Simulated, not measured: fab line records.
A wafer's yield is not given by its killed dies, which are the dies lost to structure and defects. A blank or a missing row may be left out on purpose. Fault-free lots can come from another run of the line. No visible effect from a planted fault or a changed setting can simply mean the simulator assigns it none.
Lot-split experiment / flow n5_finfet / route with 1938 steps; 7 lots, 21 wafers read

## THE SPLIT ITSELF
At N5_BEOL_M13_COAT_65 (time 60 s, resist thk 350 nm), the setting spin_rpm was moved away from the recipe's 1500 rpm on 7 of the 21 wafers read, by -10.5% to +6.7%. All remaining wafers had this setting at the recipe value.

Reading taken at the split's own step.

## THE READING
SOC_of_BEOL_M13_COAT_65.thk_nm (the simulator's own value, which no gauge read), in nm, at N5_BEOL_M13_COAT_65 (time 60 s, resist thk 350 nm). The file gives no usual value for it. Average 349.9 nm, standard deviation 0.93 nm, over the 14 wafers here run with the recipe.

wafer=L074.3; tool, chamber at the split=litho_track-04, 0; spin_rpm as run, rpm=1575; against the recipe=+5.0%; SOC_of_BEOL_M13_COAT_65.thk_nm, nm=341.4; against lot-mates on the recipe=-8.6
wafer=L074.4; tool, chamber at the split=litho_track-04, 0; spin_rpm as run, rpm=1575; against the recipe=+5.0%; SOC_of_BEOL_M13_COAT_65.thk_nm, nm=341.6; against lot-mates on the recipe=-8.4
wafer=L074.6; tool, chamber at the split=litho_track-04, 0; spin_rpm as run, rpm=1500; against the recipe=recipe; SOC_of_BEOL_M13_COAT_65.thk_nm, nm=350; against lot-mates on the recipe=-
wafer=L076.4; tool, chamber at the split=litho_track-02, 0; spin_rpm as run, rpm=1500; against the recipe=recipe; SOC_of_BEOL_M13_COAT_65.thk_nm, nm=349; against lot-mates on the recipe=-
wafer=L076.5; tool, chamber at the split=litho_track-02, 0; spin_rpm as run, rpm=1500; against the recipe=recipe; SOC_of_BEOL_M13_COAT_65.thk_nm, nm=348.8; against lot-mates on the recipe=-
wafer=L076.6; tool, chamber at the split=litho_track-02, 0; spin_rpm as run, rpm=1601; against the recipe=+6.7%; SOC_of_BEOL_M13_COAT_65.thk_nm, nm=337.2; against lot-mates on the recipe=-11.7
wafer=L079.3; tool, chamber at the split=litho_track-03, 0; spin_rpm as run, rpm=1500; against the recipe=recipe; SOC_of_BEOL_M13_COAT_65.thk_nm, nm=351; against lot-mates on the recipe=-
wafer=L079.5; tool, chamber at the split=litho_track-03, 0; spin_rpm as run, rpm=1500; against the recipe=recipe; SOC_of_BEOL_M13_COAT_65.thk_nm, nm=350.8; against lot-mates on the recipe=-
wafer=L079.6; tool, chamber at the split=litho_track-03, 0; spin_rpm as run, rpm=1500; against the recipe=recipe; SOC_of_BEOL_M13_COAT_65.thk_nm, nm=349.8; against lot-mates on the recipe=-
wafer=L085.1; tool, chamber at the split=litho_track-02, 0; spin_rpm as run, rpm=1352; against the recipe=-9.9%; SOC_of_BEOL_M13_COAT_65.thk_nm, nm=368.6; against lot-mates on the recipe=+20.4
wafer=L085.2; tool, chamber at the split=litho_track-02, 0; spin_rpm as run, rpm=1352; against the recipe=-9.9%; SOC_of_BEOL_M13_COAT_65.thk_nm, nm=368.6; against lot-mates on the recipe=+20.4
wafer=L085.6; tool, chamber at the split=litho_track-02, 0; spin_rpm as run, rpm=1500; against the recipe=recipe; SOC_of_BEOL_M13_COAT_65.thk_nm, nm=348.2; against lot-mates on the recipe=-
wafer=L093.4; tool, chamber at the split=litho_track-03, 0; spin_rpm as run, rpm=1343; against the recipe=-10.5%; SOC_of_BEOL_M13_COAT_65.thk_nm, nm=371.4; against lot-mates on the recipe=+19.4
wafer=L093.5; tool, chamber at the split=litho_track-03, 0; spin_rpm as run, rpm=1500; against the recipe=recipe; SOC_of_BEOL_M13_COAT_65.thk_nm, nm=352; against lot-mates on the recipe=-
wafer=L093.6; tool, chamber at the split=litho_track-03, 0; spin_rpm as run, rpm=1343; against the recipe=-10.5%; SOC_of_BEOL_M13_COAT_65.thk_nm, nm=373.2; against lot-mates on the recipe=+21.2
wafer=L095.1; tool, chamber at the split=litho_track-04, 0; spin_rpm as run, rpm=1500; against the recipe=recipe; SOC_of_BEOL_M13_COAT_65.thk_nm, nm=349.6; against lot-mates on the recipe=-
wafer=L095.2; tool, chamber at the split=litho_track-04, 0; spin_rpm as run, rpm=1500; against the recipe=recipe; SOC_of_BEOL_M13_COAT_65.thk_nm, nm=349.2; against lot-mates on the recipe=-
wafer=L095.3; tool, chamber at the split=litho_track-04, 0; spin_rpm as run, rpm=1500; against the recipe=recipe; SOC_of_BEOL_M13_COAT_65.thk_nm, nm=349.8; against lot-mates on the recipe=-
wafer=L096.4; tool, chamber at the split=litho_track-02, 0; spin_rpm as run, rpm=1500; against the recipe=recipe; SOC_of_BEOL_M13_COAT_65.thk_nm, nm=350; against lot-mates on the recipe=-
wafer=L096.6; tool, chamber at the split=litho_track-02, 0; spin_rpm as run, rpm=1500; against the recipe=recipe; SOC_of_BEOL_M13_COAT_65.thk_nm, nm=350; against lot-mates on the recipe=-
wafer=L096.5; tool, chamber at the split=litho_track-02, 0; spin_rpm as run, rpm=1500; against the recipe=recipe; SOC_of_BEOL_M13_COAT_65.thk_nm, nm=350.2; against lot-mates on the recipe=-

FIT RESULTS
A straight line over all 21 wafers: SOC_of_BEOL_M13_COAT_65.thk_nm changes by -1.97 nm for each +1% of spin_rpm; r = -0.99; the points scatter about the line by 1.1 nm.
The same after taking each lot's own level away (the mean of its wafers on the recipe; 21 wafers): -1.93 nm for each +1%; r = -1.00; scatter 0.68 nm.
On that fit, the largest move of spin_rpm shifts the reading by 20 nm.
Across the lots, their own levels run from 348.20 to 352.00 nm, a range of 4.1 times the standard deviation given above.
So the lot-to-lot level changes the slope little: the two slopes agree.
Check: with one of the wafers moved furthest among these (-10.5%) left out of the fit, the line predicts +20.9 nm for it against its lot-mates. Against them it came out at +19.4 nm.

## THE FILE'S OWN FIT
SOC_of_BEOL_M13_COAT_65.thk_nm changes by -1.93 nm for each +1% of spin_rpm, r = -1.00.
